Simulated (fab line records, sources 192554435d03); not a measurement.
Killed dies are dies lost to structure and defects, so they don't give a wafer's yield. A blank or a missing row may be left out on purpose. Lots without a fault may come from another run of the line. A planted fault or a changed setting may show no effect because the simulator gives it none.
A struck lot beside a sound one | flow n5_finfet | 14 steps out of a route of 1938
Sound: wafers L330.3, L330.4, L330.6. Struck: wafer L335.2. (L335.3, L335.5 of the same lot were not struck and are left out.) The cause comes at the end.
At each step with rows: each side's tool, then ch and its chambers, then its first start. Under that, the readings that differ: sound wafers | struck wafers | difference of the means | sigmas: that difference in standard deviations of wafers without a fault.
alike: readings whose means differ by less than 2 such deviations, and words and numbers that are the same on both sides. not compared: withheld readings, readings that some wafer has no value for, bounds like >300 that may hide the same value, and numbers for which the record gives no deviation and whose values overlap.
The two part at a step that has a row with sigmas, a row that says differs or no value, or rows on one side only. Numbers that don't overlap but have no deviation are shown without sigmas and don't part them. A reading that every wafer of one side lacks parts them only if that side has two wafers or more.

N5_SDB_INSPECT_36: inspects for defects (darkfield).
  sound on defect_inspect-01, day 3 22:19; struck on defect_inspect-01, day 5 04:33
  alike: raw_defect_count
N5_DUMMY_REMOVAL_HM_STRIP_01: strips SiNx in CH3F/O2, stops on poly-Si, target depth 4 nm, time 6.8 s.
  sound on rie_diel-02 ch 2,3, day 3 22:45; struck on rie_diel-06 ch 1, day 5 04:37
  alike: drypump_motor_current_A, oes_product_au, rf_vpp_V, showerhead_plenum_p_Torr, throttle_valve_pct
  not compared: rf_hours_counter_h
N5_DUMMY_REMOVAL_STRIP_10: strips in N2/H2, time 40 s.
  sound on rie_diel-02 ch 2,3, day 3 22:47; struck on rie_diel-06 ch 1, day 5 04:39
  alike: drypump_motor_current_A, oes_product_au, rf_vpp_V, showerhead_plenum_p_Torr, throttle_valve_pct
  not compared: rf_hours_counter_h
then, 2 steps without rows for these wafers: N5_DUMMY_REMOVAL_PRECLEAN_07 (cleans in dHF, time 30 s); N5_DUMMY_REMOVAL_DUMMY_REMOVE_02 (chemistry TMAH, target poly-Si, stops on SiO2, target depth 142 nm, time 57 s, rinse time 30 s).
N5_DUMMY_REMOVAL_INSPECT_06: inspects for defects (brightfield).
  sound on defect_inspect-01, day 3 22:57; struck on defect_inspect-01, day 5 04:49
  alike: raw_defect_count
then, 4 steps without rows for these wafers: N5_DUMMY_REMOVAL_PRECLEAN_08 (cleans in NF3:NH3, afs cycles 2, time 20 s, sublimation time 60 s); N5_DUMMY_REMOVAL_PRECLEAN_04 (cleans in DHF, time 37 s); N5_DUMMY_REMOVAL_SRD_05 (time 30 s); N5_HKMG_FIN_IL_REGROW_00 (material SiO2, chemistry O3, target thk 0.75 nm, time 30 s).
N5_HKMG_FIN_HK_ALD_01: deposits HfO2, target thk 1.6 nm, pulse time 3 s, purge time 3 s.
  sound on ald_hk-03 ch 0,2,3, day 3 23:18; struck on ald_hk-02 ch 0, day 5 05:10
  alike: precursor_pulse_height_rel
N5_HKMG_FIN_HK_ANNEAL_02: time 30 s.
  sound on rtp_anneal-01 ch 0, day 3 23:38; struck on rtp_anneal-01 ch 0, day 5 05:23
  alike: lamp_power_pct, lamp_zone_4_pct, wafer_temp_C_max
N5_HKMG_FIN_ALD_74: deposits La2O3, target thk 0.5 nm, pulse time 6 s, co reactant pulse time 1 s.
  sound on ald_hk-02 ch 2,3, day 3 23:48; struck on ald_hk-03 ch 1, day 5 05:34
  reading                                    | sound       | struck | difference | sigmas
  model.La2O3_of_HKMG_FIN_ALD_74.thk_nm (nm) | 0.6 0.6 0.6 | 0.8    | +0.2       |
  alike: heater_power_w, precursor_pulse_height_rel
N5_HKMG_FIN_ALD_75: deposits Al2O3, target thk 1 nm, co reactant pulse time 1 s.
  sound on ald_hk-02 ch 2,3, day 3 23:52; struck on ald_hk-03 ch 1, day 5 05:39
  alike: heater_power_w, precursor_pulse_height_rel

WHERE THEY PART
Nowhere in this record.

WHY: what the simulator had put in
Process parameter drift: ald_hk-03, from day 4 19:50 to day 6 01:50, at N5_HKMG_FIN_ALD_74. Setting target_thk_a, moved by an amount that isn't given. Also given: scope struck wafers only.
